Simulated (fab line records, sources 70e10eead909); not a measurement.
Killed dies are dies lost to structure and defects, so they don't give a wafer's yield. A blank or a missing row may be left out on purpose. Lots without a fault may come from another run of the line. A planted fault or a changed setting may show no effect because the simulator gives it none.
Chamber matching | flow nand_harc | NHARC_A_CONTACT_DEP_85 on pecvd-01: 3 sister chambers
The step deposits SiON, target thk 60 nm. 3 wafers are shown with their chamber, then 7 later ones without.

WAFERS WITH THEIR CHAMBER
wafer  | chamber | heater_power_w (W)
L915.5 | 2       | 789
L912.2 | 0       | 867
L912.3 | 1       | 609

WAFERS WITHOUT THEIR CHAMBER
wafer  | heater_power_w (W)
L912.4 | 604
L916.2 | 563
L916.4 | 558
L916.6 | 675
L925.2 | 574
L925.4 | 872
L925.5 | 581

WHICH CHAMBER EACH WENT THROUGH
wafer  | from the rows above     | in truth
L912.4 | 1                       | 1
L916.2 | 1                       | 1
L916.4 | 1                       | 1
L916.6 | can't be placed: 1 or 2 | 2
L925.2 | 1                       | 1
L925.4 | can't be placed: 0 or 2 | 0
L925.5 | 1                       | 1
Placed correctly: 5 of 7. Can't be placed from these rows: 2 (the true chamber is among the candidates in 2). Placed wrongly: 0.
How it was worked out, from the rows above alone: a wafer's distance from a chamber is the root of the sum, over the readings, of the square of ((its reading less the chamber's mean) divided by the reading's scatter). The wafer belongs to the nearest chamber; if the next one is less than 2 further off, it can't be placed. A chamber's mean is the mean of its shown wafers. The scatter: with one shown wafer a chamber, the root of the mean of the squares of how far each hidden wafer lies from its nearest shown one.
